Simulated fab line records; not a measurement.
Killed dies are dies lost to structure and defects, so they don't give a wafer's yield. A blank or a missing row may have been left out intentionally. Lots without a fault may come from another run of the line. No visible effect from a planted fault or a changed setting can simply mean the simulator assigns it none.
Problem report in the 8D (eight disciplines) form, filled by code    flow n5 finfet    the parts of the form that need people (team, actions taken, sign-off) are left out

## 1. PROBLEM STATEMENT
rf fwd power W at N5_BEOL_M0_SAQP_ETCH_107 reads a mean of 485.8 W on 6 wafers of 2 lots; wafers without a fault read 391.3 W with a standard deviation of 1.7. Relative to the usual mean, that is a shift of +56 standard deviations.
The step: etches SiNx in CH3F/O2, target depth 30 nm.
First observed at day 7 16:31: wafer L987.1, on rie diel-02. The record holds 17 wafers of 6 lots with a number at this step. Rule for "out" (also "out of limits"): further than 4 standard deviations from the usual mean. Any other wafer with a number is counted as sound.

## 2. WHAT IT IS AND WHAT IT IS NOT
question                     is                        is not
which readings at this step  rf fwd power W, rf vpp V  O2_flow_sccm, drypump motor current A, showerhead plenum p Torr, throttle valve pct
which lots                   L987, L989                L100, L101, L981, L986
which wafers of those lots   all that have a number    -
read on which tools          rie diel-02               rie diel-01
when                         from day 7 16:31          up to then (6 sound wafers); but 5 sound wafers of L100, L101 came after

## 3. WHAT RULES OUT EACH SUSPECT
Counting: a tool stays on the suspect list if, at a process step up to the reading, it processed all lots that are out and no sound lot following the first of them.
- rie diel-03 at N5_BEOL_M0_SAQP_SPACER1_ETCHBACK_99 (etches SiO2 in CHF3/O2, target depth 15.4 nm, time 7.7 s): kept. It ran every lot that is out, first L987 (day 7 15:08), and no sound lot after that.
- rie si-06 at N5_BEOL_M0_SAQP_MANDREL_ETCH_103 (etches a-Si in HBr/Cl2, stops on SiCN, target depth 45 nm, bt time 10 s, time 27 s): kept. Every lot that is out went through it, starting with L987 (day 7 15:53), and after that it ran no sound lot; the last sound lot it ran before then is L986 (day 7 12:22).
- rie diel-02 at N5_BEOL_M0_SAQP_ETCH_107 (etches SiNx in CH3F/O2, target depth 30 nm): kept. Every lot that is out went through it, starting with L987 (day 7 16:31), and after that it ran no sound lot; the last sound lot it ran before then is L986 (day 7 13:06). Out on those wafers are its own readings of rf fwd power W, rf vpp V.
Still standing after the count: rie diel-03 at N5_BEOL_M0_SAQP_SPACER1_ETCHBACK_99, rie si-06 at N5_BEOL_M0_SAQP_MANDREL_ETCH_103, rie diel-02 at N5_BEOL_M0_SAQP_ETCH_107.

## 4. THE CAUSE (what the simulator had put in)
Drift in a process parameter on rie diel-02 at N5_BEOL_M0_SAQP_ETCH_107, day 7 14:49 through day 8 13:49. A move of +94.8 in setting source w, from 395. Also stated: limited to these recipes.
Counting left 3 suspects, and this tool is among them.

## 5. THE EFFECT CHAIN, in route order
Each row: a reading whose mean over the struck wafers that have a number lies more than 3 standard deviations from the usual. Scope: only readings with a usual standard deviation given in the record; hours: median across lots of the time from each lot's start at the first step in this table that gives one to its start at this step; sigmas: change in usual standard deviations.
hours  step                      reading         usual    on struck wafers  change  sigmas
0      N5_BEOL_M0_SAQP_ETCH_107  rf fwd power W  391.3 W  485.8             +94.5   +56
0      N5_BEOL_M0_SAQP_ETCH_107  rf vpp V        295 V    266               -30     -6.9
The process steps in it:
- N5_BEOL_M0_SAQP_ETCH_107: etches SiNx in CH3F/O2, target depth 30 nm.
At these later measuring or inspecting steps, every struck wafer for which the step has a row has a number for every such reading, and none has moved that far: N5_BEOL_M4_RC_MEAS_101.

## 6. HOW IT WOULD HAVE BEEN CAUGHT EARLIER
First out-of-limits reading in this record: day 7 16:31, which is 2 hours after fault onset at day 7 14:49.
